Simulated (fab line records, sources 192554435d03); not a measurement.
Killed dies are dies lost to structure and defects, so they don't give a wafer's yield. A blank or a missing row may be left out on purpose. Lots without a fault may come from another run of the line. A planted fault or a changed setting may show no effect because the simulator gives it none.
Which tool did it? | flow n5_finfet | 10 lots, 28 wafers sampled, at 3 steps of a route of 1938

WHAT THE GAUGES READ, wafer by wafer
N5_FIN_SAQP_CD_MEAS_31: target cd 8 nm.
lot  | measured    | on        | cd_nm (nm)
L663 | day 2 15:33 | cd_sem-02 | 8.01 8.18 8.28
L664 | day 2 21:01 | cd_sem-01 | 8.00 8.29 7.64
L668 | day 3 19:46 | cd_sem-01 | 7.77 8.45 8.30
L671 | day 4 14:14 | cd_sem-03 | 8.01 8.46 8.39
L674 | day 5 08:13 | cd_sem-02 | 8.15 8.27
L676 | day 5 21:26 | cd_sem-02 | 8.36 8.11
L678 | day 6 07:11 | cd_sem-02 | 7.98 8.00 8.07
L680 | day 6 21:10 | cd_sem-02 | 7.78 7.82 8.20
L681 | day 7 03:21 | cd_sem-01 | 8.16 7.86 7.95
L682 | day 7 09:53 | cd_sem-02 | 7.96 7.90 7.97

WHICH TOOL RAN EACH LOT (tool, then ch and the chambers of the sampled wafers, then the start)
lot  | N5_FIN_SAQP_MANDREL1_REMOVE_56  | N5_FIN_SAQP_RECESS_63
L663 | rie_si-06 ch 1,2, day 2 13:43   | vapor_etch-02 ch 0,1, day 2 14:13
L664 | rie_si-03 ch 0,2,3, day 2 19:21 | vapor_etch-01 ch 0,1, day 2 19:44
L668 | rie_si-01 ch 1,2,3, day 3 17:55 | vapor_etch-01 ch 0,1, day 3 18:18
L671 | rie_si-03 ch 0,1,2, day 4 12:35 | vapor_etch-02 ch 0,1, day 4 12:58
L674 | rie_si-06 ch 1,2, day 5 06:32   | vapor_etch-01 ch 0,1, day 5 07:07
L676 | rie_si-01 ch 0,3, day 5 19:49   | vapor_etch-01 ch 0,1, day 5 20:23
L678 | rie_si-03 ch 0,1, day 6 05:09   | vapor_etch-02 ch 0,1, day 6 05:32
L680 | rie_si-06 ch 1,3, day 6 19:09   | vapor_etch-01 ch 0, day 6 19:34
L681 | rie_si-06 ch 1,2,3, day 7 01:41 | vapor_etch-01 ch 0,1, day 7 02:04
L682 | rie_si-01 ch 0,3, day 7 08:03   | vapor_etch-01 ch 0,1, day 7 08:37
- N5_FIN_SAQP_MANDREL1_REMOVE_56: chemistry HBr/Cl2/O2, target a-Si, stops on SiNx, bt time 10 s.
- N5_FIN_SAQP_RECESS_63: chemistry HF/NH3, target SiO2, target depth 18 nm, afs cycles 3, sublimation time 60 s.

THE ANSWER, worked out from the rows above alone
Rule: what is usual is taken from the lots themselves. Put in order of their means at a reading, lots are off if they are a third of the lots or fewer, leave a main group of 4 or more, and stand apart from it by a gap of 3 or more times the standard deviation of the main group's means; of several such gaps the widest counts. A main group whose means are all the same, to the digits that the tables above print for the reading, isn't used. A lot without any number at a reading at which 4 lots or more have one is off too. The other lots that the step has rows for count as sound.
No lot is off at any reading shown: from this, nothing can be told.

WHAT THE SIMULATOR HAD PUT IN
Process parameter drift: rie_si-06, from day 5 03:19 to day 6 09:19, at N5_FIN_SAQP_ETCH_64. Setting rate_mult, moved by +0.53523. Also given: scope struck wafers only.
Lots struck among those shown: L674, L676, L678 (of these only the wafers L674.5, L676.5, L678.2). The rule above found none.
